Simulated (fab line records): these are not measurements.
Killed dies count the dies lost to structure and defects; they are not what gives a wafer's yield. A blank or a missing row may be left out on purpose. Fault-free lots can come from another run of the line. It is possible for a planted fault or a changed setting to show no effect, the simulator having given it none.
fab line records    flow n5-finfet    part 2 of 2: steps 23 to 29 of 29
record: lots: 5  wafers: 15  last-day: 19
route steps=1938 shown BEOL_M8@1396 BEOL_M9@1401
lots with no fault: from the same line, run without faults
start-h: start of the lot's first displayed wafer, in hours after the record's first day    wait-h: hours elapsed since this lot's preceding step    " same as the row above    L1.1+2: several wafers, shown together as one row    - no value, or no start was given    * or withheld: withheld    < > ~ a bound
route shown NAME@n: a module of which the file shows steps, and the number in the route of the first    usual: mean and standard deviation over wafers with no fault    same: alike in all rows    chamber/n: place in a boat    sites: per-site readings    _std_site: how widely they spread, as a standard deviation    _edge_site: the outer-site mean with the inner-site mean subtracted    radius-mm: how far each site lies from the wafer's centre    mask NAME#n: copy n    behind: the most recent tool/chamber to have shaped the wafer    hold: why the lot went on hold/how many hours it stayed there/how the hold came to an end    device: transistor that didn't switch, given as n, p or np    end of line: the tests these same wafers got at the end of their route    step lacking rows: just its recipe    killed: dies lost to structure and defects at the first sort, not the wafer's yield    map: the dies of a wafer, with x for killed, . for not killed, _ for no die there
set.NAME: the setting the step ran with; set.NAME@STEP: the setting that earlier step ran with    model.NAME: the simulator's own value behind a step, which no gauge read
a table for each step, a row for each wafer; lots at some steps of the route
services: when a tool's chamber went out of use (start-h, in hours from the record's first day, below 0 if earlier), for how many hours, and the reason
== steps ==
step: N5_BEOL_M9_ETCH_61
recipe: chemistry: CF4  target: SiARC  target-depth-a: 390  mask-material: CAR-ArF  time-s: 65  ion-energy-ev: 80  pressure-mtorr: 40  source-w: 545  bias-w: 36  Ar_flow_sccm: 100  cf4-flow-sccm: 100  ends: cleared
usual: bias-w: 36.00/0.11  drypump-motor-current-A: 5.7/0.31  etch-rf-on-time-s: 64.8/2.4  oes-product-au: 0.67/0.07  rf-vpp-V: 183.9/1.2  showerhead-plenum-p-Torr: 2.12/0.084  throttle-valve-pct: 15.66/0.2
lot.wafer  tool         chamber  start-h  wait-h  bias-w  drypump-motor-current-A  etch-rf-on-time-s  oes-product-au  rf-hours-counter-h  rf-vpp-V  showerhead-plenum-p-Torr  throttle-valve-pct
L075.1     rie-diel-03  0        223.95   0.0     36.00   6.4                      66.0               0.76            24                  184.6     2.09                      15.37
L075.2     "            3        "        "       35.86   5.7                      65.2               0.65            182                 181.9     2.06                      15.91
L075.5     "            2        "        "       35.78   6.0                      62.6               0.60            -                   182.4     2.05                      15.66
L080.3     rie-diel-06  0        256.76   0.0     35.95   5.5                      67.5               0.71            61                  184.0     2.08                      15.34
L080.4     "            3        "        "       36.01   5.9                      61.2               0.66            158                 184.1     2.05                      15.55
L080.5     "            0        "        "       35.95   5.5                      67.2               0.71            -                   183.3     2.08                      15.33
L084.1     rie-diel-06  2        285.03   0.0     36.09   5.4                      62.8               0.79            20                  186.5     2.29                      15.51
L084.2     "            3        "        "       36.17   5.9                      61.6               0.65            166                 182.5     2.05                      15.57
L084.3     "            0        "        "       35.92   5.6                      66.1               0.71            70                  182.9     2.08                      15.34
L092.2     rie-diel-03  1        339.87   0.0     36.04   6.0                      62.7               0.64            191                 182.9     2.14                      15.79
L092.5     "            0        "        "       36.04   6.4                      67.3               0.71            -                   183.4     2.07                      15.45
L092.6     "            3        "        "       36.04   5.7                      66.3               0.61            -                   182.7     2.05                      15.98
L094.2     rie-diel-03  2        359.17   0.0     35.95   6.0                      62.9               0.87            1                   185.4     2.29                      15.21
L094.4     "            0        "        "       36.33   6.4                      68.0               0.69            68                  182.0     2.07                      15.44
L094.6     "            0        "        "       36.02   6.4                      68.2               0.69            -                   183.3     2.07                      15.45
step: N5_BEOL_M9_ETCH_62
recipe: chemistry: N2/H2  target: SOC  target-depth-a: 1100  overetch-a: 220  mask-material: SiARC  temp-c: 40  time-s: 165  ion-energy-ev: 200  pressure-mtorr: 30  source-w: 840  bias-w: 150  n2-flow-sccm: 200  h2-flow-sccm: 200
usual: bias-w: 150.0/0.45  drypump-motor-current-A: 5.8/0.31  n2-flow-sccm: 200.0/0.57  oes-product-au: 0.67/0.067  rf-vpp-V: 523.1/2.7  showerhead-plenum-p-Torr: 2.52/0.11  throttle-valve-pct: 17.88/0.2
lot.wafer  tool         chamber  start-h  wait-h  bias-w  drypump-motor-current-A  n2-flow-sccm  oes-product-au  rf-hours-counter-h  rf-vpp-V  showerhead-plenum-p-Torr  throttle-valve-pct
L075.1     rie-diel-03  0        224.00   0.0     149.8   6.4                      199.9         0.76            24                  522.6     2.47                      17.57
L075.2     "            3        "        "       150.5   5.7                      201.0         0.65            182                 520.4     2.44                      18.12
L075.5     "            2        "        "       150.1   6.1                      199.9         0.59            -                   520.6     2.41                      17.78
L080.3     rie-diel-06  0        256.81   0.0     150.2   5.6                      198.9         0.72            61                  521.8     2.47                      17.68
L080.4     "            3        "        "       150.0   5.9                      200.0         0.64            158                 521.1     2.42                      17.68
L080.5     "            0        "        "       149.5   5.6                      199.0         0.72            -                   521.9     2.47                      17.68
L084.1     rie-diel-06  2        285.08   0.0     150.7   5.3                      200.8         0.78            20                  528.3     2.74                      17.86
L084.2     "            3        "        "       149.5   5.9                      199.8         0.63            166                 518.9     2.41                      17.72
L084.3     "            0        "        "       149.8   5.6                      200.0         0.71            70                  523.2     2.47                      17.69
L092.2     rie-diel-03  1        339.92   0.0     149.4   6.0                      200.1         0.63            191                 522.4     2.54                      18.02
L092.5     "            0        "        "       149.7   6.4                      200.1         0.70            -                   524.0     2.46                      17.66
L092.6     "            3        "        "       149.5   5.7                      199.6         0.62            -                   519.8     2.42                      18.17
L094.2     rie-diel-03  2        359.22   0.0     150.1   6.1                      200.9         0.85            1                   527.9     2.72                      17.32
L094.4     "            0        "        "       149.1   6.4                      199.9         0.70            68                  522.8     2.46                      17.67
L094.6     "            0        "        "       149.5   6.4                      200.3         0.70            -                   523.1     2.46                      17.67
step: N5_BEOL_M9_STRIP_68
recipe: chemistry: N2/H2  temp-c: 40  n2-flow-sccm: 200  h2-flow-sccm: 200  rf-frequency-hz: 6e+07
lot.wafer   tool         chamber  start-h  wait-h
L075.1+2+5  rie-diel-03  0,3,2    224.14   0.1
L080.3+4+5  rie-diel-06  0,3,0    256.95   0.1
L084.1+2+3  rie-diel-06  2,3,0    285.22   0.1
L092.2+5+6  rie-diel-03  1,0,3    340.06   0.1
L094.2+4+6  rie-diel-03  2,0,0    359.36   0.1
step: N5_BEOL_M9_STRIP_67
recipe: chemistry: CF4  resist: SiARC  power-w: 300  bias-power-w: 75  pressure-mtorr: 50  cf4-flow-sccm: 150  rf-frequency-hz: 6e+07
usual: drypump-motor-current-A: 5.7/0.31  oes-product-au: 0.79/0.079  rf-vpp-V: 270.8/1.7  showerhead-plenum-p-Torr: 1.79/0.066  throttle-valve-pct: 13.66/0.22
lot.wafer  tool         chamber  start-h  wait-h  drypump-motor-current-A  oes-product-au  rf-hours-counter-h  rf-vpp-V  showerhead-plenum-p-Torr  throttle-valve-pct
L075.1     rie-diel-03  0        224.15   0.0     6.4                      0.89            24                  270.4     1.75                      13.33
L075.2     "            3        "        "       5.7                      0.76            182                 269.2     1.74                      13.94
L075.5     "            2        "        "       6.0                      0.69            -                   269.4     1.70                      13.60
L080.3     rie-diel-06  0        256.96   0.0     5.6                      0.85            61                  270.2     1.75                      13.31
L080.4     "            3        "        "       5.9                      0.75            158                 270.2     1.73                      13.59
L080.5     "            0        "        "       5.6                      0.84            -                   269.4     1.75                      13.32
L084.1     rie-diel-06  2        285.23   0.0     5.4                      0.92            20                  274.5     1.92                      13.44
L084.2     "            3        "        "       5.9                      0.74            166                 269.9     1.73                      13.61
L084.3     "            0        "        "       5.6                      0.85            70                  269.9     1.75                      13.35
L092.2     rie-diel-03  1        340.07   0.0     6.0                      0.73            191                 271.2     1.81                      13.83
L092.5     "            0        "        "       6.4                      0.83            -                   269.9     1.74                      13.41
L092.6     "            3        "        "       5.7                      0.73            -                   268.8     1.73                      14.02
L094.2     rie-diel-03  2        359.37   0.0     6.0                      0.99            1                   273.9     1.90                      13.10
L094.4     "            0        "        "       6.4                      0.82            68                  268.2     1.74                      13.44
L094.6     "            0        "        "       6.4                      0.83            -                   270.5     1.74                      13.41
step: N5_BEOL_M9_HM_OPEN_17
recipe: chemistry: Cl2/BCl3  target-depth-a: 200  overetch-a: 60  target: TiN  mask-material: SOC  ion-energy-ev: 150  pressure-mtorr: 10  icp-w: 1000  bias-w: 126  Cl2_flow_sccm: 53.25  bcl3-flow-sccm: 21.75  Ar_flow_sccm: 25
usual: bias-w: 126.0/0.36  drypump-motor-current-A: 5.4/0.6  oes-product-au: 0.65/0.066  throttle-valve-pct: 22.20/0.13
lot.wafer  tool          chamber  start-h  wait-h  bias-w  drypump-motor-current-A  oes-product-au  rf-hours-counter-h  throttle-valve-pct
L075.1     rie-metal-02  1        224.19   0.0     125.8   4.7                      0.64            46                  22.18
L075.2     "             0        "        "       125.8   5.8                      0.53            130                 22.21
L075.5     "             0        "        "       126.7   5.8                      0.52            -                   22.23
L080.3     rie-metal-01  0        257.06   0.1     125.8   6.2                      0.59            -                   22.34
L080.4     "             0        "        "       126.0   6.3                      0.59            -                   22.33
L080.5     "             0        "        "       125.9   6.2                      0.58            -                   22.35
L084.1     rie-metal-02  1        285.27   0.0     126.2   4.7                      0.62            53                  22.19
L084.2     "             0        "        "       126.7   5.8                      0.79            3                   22.00
L084.3     "             0        "        "       126.2   5.8                      0.79            -                   22.00
L092.2     rie-metal-02  1        340.11   0.0     125.4   4.7                      0.61            58                  22.22
L092.5     "             0        "        "       125.6   5.8                      0.75            -                   22.01
L092.6     "             1        "        "       126.3   4.7                      0.62            -                   22.20
L094.2     rie-metal-03  1        359.41   0.0     125.7   4.9                      0.63            61                  22.38
L094.4     "             1        "        "       126.0   4.9                      0.63            -                   22.38
L094.6     "             0        "        "       125.2   5.5                      0.65            -                   22.08
step: N5_BEOL_M9_STRIP_19
recipe: chemistry: O2  power-w: 400  temp-c: 40  pressure-mtorr: 30  rf-frequency-hz: 6e+07  bias-power-w: 0  overash-fraction: 0.2  o2-flow-sccm: 225
usual: drypump-motor-current-A: 5.8/0.31  oes-product-au: 0.77/0.076  rf-vpp-V: 3.6/0.57  showerhead-plenum-p-Torr: 2.07/0.08  throttle-valve-pct: 16.70/0.14
lot.wafer  tool         chamber  start-h  wait-h  drypump-motor-current-A  oes-product-au  rf-hours-counter-h  rf-vpp-V  showerhead-plenum-p-Torr  throttle-valve-pct
L075.1     rie-diel-06  2        224.30   0.1     5.3                      0.96            3                   4.1       2.27                      16.60
L075.2     "            0        "        "       5.6                      0.84            50                  3.2       2.04                      16.41
L075.5     "            1        "        "       5.6                      0.74            -                   4.2       2.02                      16.81
L080.3     rie-diel-03  2        257.22   0.1     6.1                      0.68            227                 3.1       1.98                      16.69
L080.4     "            0        "        "       6.4                      0.86            34                  3.4       2.06                      16.61
L080.5     "            0        "        "       6.4                      0.86            -                   4.0       2.07                      16.62
L084.1     rie-diel-06  1        285.38   0.1     5.6                      0.72            201                 4.0       2.02                      16.86
L084.2     "            3        "        "       5.9                      0.75            166                 3.2       1.99                      16.57
L084.3     "            2        "        "       5.3                      0.90            20                  3.3       2.26                      16.63
L092.2     rie-diel-03  3        340.22   0.1     5.7                      0.72            219                 3.8       1.98                      16.94
L092.5     "            1        "        "       5.9                      0.71            -                   3.6       2.07                      16.69
L092.6     "            0        "        "       6.4                      0.82            -                   4.1       2.06                      16.65
L094.2     rie-diel-06  0        359.56   0.1     5.6                      0.80            89                  3.9       2.03                      16.50
L094.4     "            2        "        "       5.3                      0.87            40                  3.6       2.25                      16.68
L094.6     "            1        "        "       5.6                      0.71            -                   3.8       2.01                      16.86
step: N5_BEOL_M9_CD_MEAS_18
recipe: pitch-nm: 140  target-cd-nm: 70
usual: cd-nm: 69.9/0.79
lot.wafer  tool       chamber  start-h  wait-h  cd-nm
L075.1     cd-sem-02  -        224.37   0.0     69.0
L075.2     "          -        "        "       70.8
L075.5     "          -        "        "       70.4
L080.3     cd-sem-01  -        257.29   0.1     69.8
L080.4     "          -        "        "       71.6
L080.5     "          -        "        "       69.5
L084.1     cd-sem-03  -        285.45   0.0     70.2
L084.2     "          -        "        "       70.4
L084.3     "          -        "        "       69.2
L092.2     cd-sem-03  -        340.29   0.1     70.6
L092.5     "          -        "        "       70.0
L092.6     "          -        "        "       68.5
L094.2     cd-sem-03  -        359.63   0.1     69.5
L094.4     "          -        "        "       70.8
L094.6     "          -        "        "       70.0
== services ==
tool             chamber  start-h  hours  kind
uv-cure-01       -        198.79   2.1    pm
rie-diel-03      3        204.13   13.8   repair
uv-cure-01       -        209.79   1.4    repair
arfi-scanner-03  -        211.87   1.3    pm
rie-diel-06      -        216.83   4.3    pm
pecvd-01         -        219.58   1.3    repair
arfi-scanner-03  -        234.92   0.9    repair
rie-diel-06      2        235.86   5.7    repair
arfi-scanner-01  -        243.55   1.3    pm
arfi-scanner-03  -        254.97   1.6    repair
arfi-scanner-03  -        268.57   1.0    pm
arfi-scanner-01  -        280.49   3.9    pm
arfi-scanner-01  -        285.85   1.1    repair
arfi-scanner-03  -        285.97   1.1    repair
pecvd-01         2        291.60   2.1    repair
pecvd-04         -        292.23   3.4    repair
arfi-scanner-03  -        294.17   0.5    repair
uv-cure-02       -        302.94   4.1    repair
arfi-scanner-01  -        303.50   16.0   pm
uv-cure-02       -        309.14   21.6   repair
arfi-scanner-03  -        309.40   4.9    pm
uv-cure-01       -        310.23   3.4    pm
pecvd-02         -        341.15   0.8    repair
pecvd-04         -        347.87   1.0    repair
